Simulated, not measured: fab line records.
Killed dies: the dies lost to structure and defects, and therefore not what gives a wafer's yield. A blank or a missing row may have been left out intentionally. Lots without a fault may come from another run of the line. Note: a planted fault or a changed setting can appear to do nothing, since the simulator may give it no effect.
Which of the tools did it?	flow n5Finfet	Sampling: 24 lots, 72 wafers, 3 of 1938 route steps

## WHAT EACH GAUGE READ, for each wafer
N5_BEOL_M2_OVL_MEAS_29. Usual: V1_OVL gives -0.3 nm (standard deviation 0.97).
lot	measured	on	V1_OVL (nm)	flag
L074	day 6 18:57	overlay-01	0.0 1.3 0.7	
L075	day 6 20:22	overlay-02	-1.5 -1.4 -0.6	
L077	day 7 00:59	overlay-02	0.5 0.9 0.2	
L076	day 7 01:29	overlay-01	-2.0 -1.4 -0.8	
L078	day 7 11:56	overlay-01	-1.6 -0.9 -0.9	
L079	day 7 19:32	overlay-01	-0.1 -0.3 -0.4	
L080	day 8 05:08	overlay-02	-1.6 -2.0 -2.2	
L081	day 8 07:30	overlay-01	0.3 0.4 -0.1	
L082	day 8 11:43	overlay-01	0.0 -0.3 -0.6	
L083	day 8 20:34	overlay-02	-1.4 -0.6 -0.7	
L084	day 9 07:24	overlay-02	-0.3 1.1 0.9	
L085	day 9 08:31	overlay-02	-0.2 -0.6 -1.1	
L086	day 9 21:02	overlay-01	0.2 0.2 -0.1	
L088	day 10 01:20	overlay-01	-0.8 -1.5 -0.8	
L087	day 10 01:43	overlay-02	0.0 -0.5 0.5	
L089	day 10 10:16	overlay-01	0.8 1.1 0.7	
L090	day 10 13:43	overlay-01	-1.2 -1.1 -1.9	
L091	day 11 00:18	overlay-02	-0.6 -1.1 -0.9	
L092	day 11 06:00	overlay-02	0.9 1.0 1.3	
L093	day 11 11:24	overlay-02	1.6 0.5 0.4	
L094	day 11 11:49	overlay-01	-1.2 -0.9 -1.6	
L095	day 12 00:17	overlay-01	0.7 -0.1 0.8	
L096	day 12 05:07	overlay-02	0.9 1.7 -0.1	
L097	day 12 11:52	overlay-01	0.5 -0.4 -0.3	

N5_BEOL_M2_OCD_MEAS_38. Usual: trenchDepthNm at 55.7 nm, with a standard deviation of 0.93.
lot	measured	on	trenchDepthNm (nm)	flag
L074	day 7 00:04	ocd-02	56.7 56.8 54.2	
L075	day 7 00:20	ocd-01	54.9 55.4 54.5	
L077	day 7 06:52	ocd-02	55.0 54.9 54.2	
L076	day 7 06:49	ocd-01	56.0 54.4 56.1	
L078	day 7 14:30	ocd-01	53.4 55.0 54.2	
L079	day 7 22:20	ocd-02	54.8 54.4 55.5	
L080	day 8 07:26	ocd-01	54.6 54.9 55.8	
L081	day 8 10:43	ocd-02	55.6 56.2 55.6	
L082	day 8 19:37	ocd-01	57.8 55.5 57.2	
L083	day 8 23:26	ocd-02	54.0 56.4 53.3	
L084	day 9 10:11	ocd-01	55.6 54.3 56.2	
L085	day 9 13:32	ocd-02	56.1 55.0 55.5	
L086	day 9 23:59	ocd-01	55.0 55.8 53.9	
L088	day 10 03:40	ocd-01	56.5 56.1 55.3	
L087	day 10 03:43	ocd-02	55.2 56.7 56.5	
L089	day 10 19:04	ocd-01	56.3 57.2 56.4	
L090	day 10 19:12	ocd-02	55.8 56.3 56.4	
L091	day 11 04:37	ocd-01	55.5 55.2 55.6	
L092	day 11 09:54	ocd-02	56.9 55.1 55.9	
L093	day 11 12:45	ocd-01	56.5 55.3 55.9	
L094	day 11 17:35	ocd-01	57.1 57.4 54.8	
L095	day 12 04:14	ocd-02	56.2 55.8 54.7	
L096	day 12 06:31	ocd-02	55.4 55.8 56.3	
L097	day 12 21:59	ocd-01	55.8 57.1 57.3	

## WHICH TOOL RAN EACH LOT (tool, then ch and the chambers of the sampled wafers, then the start)
lot	N5_BEOL_M2_STRIP_36
L074	rieDiel-02 ch 0,2,3, day 6 23:52
L075	rieDiel-05 ch 0,2,3, day 7 00:08
L077	rieDiel-05 ch 1,2,3, day 7 06:40
L076	rieDiel-02 ch 0,1,3, day 7 06:38
L078	rieDiel-05 ch 0,2, day 7 14:18
L079	rieDiel-05 ch 0,3, day 7 22:09
L080	rieDiel-05 ch 0,3, day 8 07:14
L081	rieDiel-04 ch 1,3, day 8 10:31
L082	rieDiel-04 ch 1,3, day 8 19:25
L083	rieDiel-02 ch 0,2, day 8 23:14
L084	rieDiel-04 ch 0,1,2, day 9 09:59
L085	rieDiel-04 ch 1,2,3, day 9 13:20
L086	rieDiel-02 ch 0,1,2, day 9 23:47
L088	rieDiel-02 ch 1,2,3, day 10 03:29
L087	rieDiel-04 ch 1,2,3, day 10 03:31
L089	rieDiel-02 ch 1,2,3, day 10 18:52
L090	rieDiel-05 ch 2,3, day 10 19:01
L091	rieDiel-02 ch 0,1,3, day 11 04:25
L092	rieDiel-02 ch 0,1,3, day 11 09:43
L093	rieDiel-02 ch 0,1,2, day 11 12:33
L094	rieDiel-04 ch 0,2,3, day 11 17:23
L095	rieDiel-05 ch 1,2,3, day 12 04:02
L096	rieDiel-02 ch 0,3, day 12 06:19
L097	rieDiel-04 ch 1,2,3, day 12 21:49
- N5_BEOL_M2_STRIP_36: strips in N2/H2.

## WHAT THE TOOLS THEMSELVES READ (means of the sampled wafers that have a number; where no wafer has one, the mark that the record gives instead)
N5_BEOL_M2_STRIP_36. Usual: drypumpMotorCurrentA 5.8 A, standard deviation 0.46; oesProductAu 0.81 a.u., standard deviation 0.076; powerW 450.3 W, standard deviation 1.3; rfVppV 58.9 V, standard deviation 1.6; showerheadPlenumPTorr 2.54 Torr, standard deviation 0.097; throttleValvePct 23.53 %, standard deviation 0.29.
lot	tool	drypumpMotorCurrentA (A)	oesProductAu (a.u.)	powerW (W)	rfVppV (V)	showerheadPlenumPTorr (Torr)	throttleValvePct (%)	flag
L074	rieDiel-02	5.9	0.82	450.2	58.0	2.56	23.52	
L075	rieDiel-05	5.7	0.80	450.1	58.4	2.55	23.72	
L077	rieDiel-05	5.8	0.82	448.9	58.5	2.52	23.62	
L076	rieDiel-02	6.0	0.75	450.5	59.2	2.46	23.42	
L078	rieDiel-05	5.7	0.76	449.5	60.0	2.61	23.61	
L079	rieDiel-05	5.7	0.85	451.9	59.1	2.55	23.79	
L080	rieDiel-05	5.7	0.82	450.6	58.8	2.60	23.68	
L081	rieDiel-04	5.6	0.82	451.2	59.4	2.51	23.74	
L082	rieDiel-04	5.3	0.83	451.3	58.4	2.54	23.72	
L083	rieDiel-02	6.4	0.76	452.0	60.4	2.49	23.31	
L084	rieDiel-04	5.7	0.80	449.4	58.4	2.49	23.57	
L085	rieDiel-04	5.6	0.84	449.4	57.5	2.54	23.58	
L086	rieDiel-02	6.1	0.76	449.6	57.1	2.49	23.42	
L088	rieDiel-02	5.6	0.80	449.6	59.1	2.55	23.65	
L087	rieDiel-04	5.6	0.84	451.3	60.1	2.54	23.57	
L089	rieDiel-02	5.6	0.80	450.5	58.3	2.55	23.64	
L090	rieDiel-05	5.8	0.88	450.0	57.2	2.49	23.59	
L091	rieDiel-02	6.0	0.83	451.6	58.8	2.56	23.40	
L092	rieDiel-02	6.0	0.82	450.5	60.0	2.55	23.40	
L093	rieDiel-02	6.1	0.83	448.9	59.6	2.59	23.36	
L094	rieDiel-04	5.4	0.79	449.8	59.7	2.51	23.55	
L095	rieDiel-05	5.8	0.84	451.8	59.8	2.51	23.56	
L096	rieDiel-02	5.8	0.84	449.8	58.6	2.61	23.51	
L097	rieDiel-04	5.6	0.81	449.7	58.5	2.53	23.61	

## THE ANSWER, worked out from the rows above alone
Rule: a lot counts as off when the mean over its wafers that have a number is more than 3 standard deviations away from the usual mean. A lot without any number at a reading at which 4 lots or more have one is off too. Where the step has rows for the other lots, those lots are counted as sound. First the gauges in route order, then the tools' own readings, where a lot's mean is used as printed above. The first step at which some lot is off is used, and at that step the reading that is off furthest; a lot without a number counts as furthest.
No lot is off on any of the readings shown, so nothing can be concluded from this.

## WHAT THE SIMULATOR HAD INSERTED
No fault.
